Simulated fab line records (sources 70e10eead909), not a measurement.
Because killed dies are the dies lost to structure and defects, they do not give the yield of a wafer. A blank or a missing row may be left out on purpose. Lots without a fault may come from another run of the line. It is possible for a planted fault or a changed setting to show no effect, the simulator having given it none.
A struck lot beside a sound one :: flow nand_harc :: 39 steps out of a route of 1302
Sound: these wafers, L485.1, L485.3, L485.6. Struck: wafer L492.2 (left out: L492.4, L492.6 of the same lot, which were not struck); the cause appears at the end.
Per side, at each step with rows, come the tool, then ch with its chambers, and then its first start. Under that, the readings that differ: sound wafers :: struck wafers :: difference of the means :: sigmas: that difference in standard deviations of wafers without a fault.
alike: readings whose means differ by less than 2 such deviations, and words and numbers that are the same on both sides. not compared: withheld readings, readings that some wafer has no value for, bounds like >300 that may hide the same value, and numbers for which the record gives no deviation and whose values overlap.
Wherever a step has rows on one side only, a row that says differs or no value, or a row with sigmas, the two part there. Numbers that have no deviation but don't overlap get no sigmas and don't part them. A reading that every wafer of one side lacks parts them only if that side has two wafers or more.

NHARC_P_M0_CD_MEAS_09 targets a cd of 90 nm.
  sound on cd_sem-02 ch 0, day 7 13:55; struck on cd_sem-03 ch 0, day 10 11:40
reading: cd_nm (nm)
sound: 91.1 91.5 90.7
struck: 89.3
difference: -1.8
sigmas: -3
NHARC_P_M0_OVL_MEAS_10: pitch 180 nm.
  sound on overlay-01 at day 7 14:00; struck on overlay-01 at day 10 11:45
reading: overlay_x_nm (nm)
sound: 0.0 -0.3 -0.4
struck: 1.2
difference: +1.4
sigmas: +2
  alike: overlay_y_nm
NHARC_P_M0_INSPECT_11:
  sound on defect_inspect-01 at day 7 14:02; struck on defect_inspect-02 at day 10 11:47
  alike: raw_defect_count
then, 2 steps without rows for these wafers: NHARC_P_M0_DESCUM_14 (chemistry O2, time 3 s); NHARC_P_M0_ETCH_34 (etches the open film in N2/H2, target depth 40 nm, overetch 12 nm, time 43.94 s).
NHARC_P_M0_ETCH_15: etches the open film in C4F8/Ar, target depth 150 nm, overetch 15 nm, time 82.5 s.
  sound: rie_diel-03 ch 0,2,3; struck: rie_diel-03 ch 1
  alike: oes_product_au, rf_vpp_V
  not compared: rf_hours_counter_h
NHARC_P_M0_CD_MEAS_16:
  sound on cd_sem-01 at day 7 14:24; struck on cd_sem-02 at day 10 12:09
reading: cd_nm (nm)
sound: 90.9 91.8 90.4
struck: 89.6
difference: -1.4
sigmas: -2
NHARC_P_M0_STRIP_18: strips in N2/H2.
  sound on rie_diel-03 ch 2,3, day 7 14:28; struck on rie_diel-13 ch 0, day 10 12:13
reading: rf_vpp_V (V)
sound: 90.5 92.1 89.5
struck: 92.7
difference: +2.0
sigmas: +2
  alike: drypump_motor_current_A, h2_flow_sccm, oes_product_au, showerhead_plenum_p_Torr, throttle_valve_pct
  not compared: rf_hours_counter_h
then, 2 steps without rows for these wafers: NHARC_P_M0_STRIP_19 (strips in post etch residue remover, time 600 s); NHARC_P_M0_DEGAS_28 (time 60 s).
NHARC_P_M0_PRE_CLEAN_29: time 30 s.
  sound on pvd_sputter-03; struck on pvd_sputter-03
  alike: heater_power_w
then, 1 step without rows for these wafers: NHARC_P_M0_PVD_20 (deposits TaN, target thk 5 nm, time 8.06 s).
NHARC_P_M0_PVD_21: deposits Cu, target thk 30 nm, time 20.49 s.
  sound on pvd_sputter-03 at day 7 15:16; struck on pvd_sputter-03 at day 10 13:01
  alike: throttle_valve_pct
then, 16 steps without rows for these wafers: NHARC_P_M0_ECD_22 (material Cu, target thk 400 nm); NHARC_P_M0_ANNEAL_30 (time 90 s); NHARC_P_M0_CMP_23 (polishes, t overpolish 20 s, target thk 117.54 nm); NHARC_P_M0_SRD_25; NHARC_P_M0_PRE_CLEAN_31 (time 12 s); NHARC_P_M0_DEP_32 (deposits SiCN, target thk 30 nm); NHARC_P_M1_DEP_00 (deposits SiOC, target thk 182.5 nm); NHARC_P_M1_DEHYDRATE_01 (time 120 s); NHARC_P_M1_HMDS_02 (time 30 s); NHARC_P_M1_COAT_34 (time 65 s); NHARC_P_M1_COAT_03 (resist thk 90 nm); NHARC_P_M1_SOFTBAKE_04 (time 55 s); NHARC_P_M1_EBR_05; NHARC_P_M1_EXPOSE_06 (exposes mask P M1, target cd 130 nm); NHARC_P_M1_PEB_07 (peb time 65 s); NHARC_P_M1_DEVELOP_08 (develop time 35 s).
NHARC_P_M1_CD_MEAS_09 targets a cd of 130 nm.
  sound on cd_sem-02 ch 0, day 7 17:51; struck on cd_sem-03 ch 0, day 10 15:36
  alike: cd_nm
NHARC_P_M1_OVL_MEAS_10: pitch 260 nm.
  sound on overlay-02 at day 7 17:56; struck on overlay-02 at day 10 15:41
  alike: overlay_x_nm, overlay_y_nm
then, 1 step without rows for these wafers: NHARC_P_M1_DESCUM_14 (chemistry O2, time 3 s).
NHARC_P_M1_ETCH_35: etches the open film in N2/H2, target depth 40 nm, overetch 12 nm, time 43.94 s.
  sound on rie_diel-09 ch 0,1,2, day 7 18:07; struck on rie_diel-09 ch 2, day 10 15:52
  alike: drypump_motor_current_A, h2_flow_sccm, oes_product_au, rf_vpp_V, showerhead_plenum_p_Torr, throttle_valve_pct
  not compared: rf_hours_counter_h
then, 1 step without rows for these wafers: NHARC_P_M1_ETCH_15 (etches the open film in C4F8/Ar, target depth 182.5 nm, time 91.2 s).
NHARC_P_M1_CD_MEAS_16:
  sound on cd_sem-01 at day 7 18:20; struck on cd_sem-01 at day 10 16:05
  alike: cd_nm
then, 1 step without rows for these wafers: NHARC_P_M1_STRIP_18 (strips in N2/H2).
NHARC_P_M1_ETCH_28: etches the open film in CF4/N2, target depth 30 nm, time 72.99 s.
  sound: rie_diel-02 ch 0,1,2; struck: rie_diel-09 ch 0
reading: showerhead_plenum_p_Torr (Torr)
sound: 2.69 2.47 2.55
struck: 2.80
difference: +0.23
sigmas: +2
  alike: drypump_motor_current_A, oes_product_au, rf_vpp_V, throttle_valve_pct
  not compared: rf_hours_counter_h
then, 1 step without rows for these wafers: NHARC_P_M1_STRIP_19 (strips in post etch residue remover, time 600 s).
-- the record jumps here: 18 days lie between the struck wafers' starts before and after (it left off in module P_M1 and takes up again in module END, whose first step shown is number 1302 of the route) --
NHARC_END_SORT_01:
  only the struck wafers appear in the record here, on prober-01 ch 0 at day 29 01:56; the sound ones have no rows

## WHERE THEY PART
At NHARC_P_M0_CD_MEAS_09 first; at NHARC_END_SORT_01 last (within this record only).

WHY: whatever the simulator had introduced
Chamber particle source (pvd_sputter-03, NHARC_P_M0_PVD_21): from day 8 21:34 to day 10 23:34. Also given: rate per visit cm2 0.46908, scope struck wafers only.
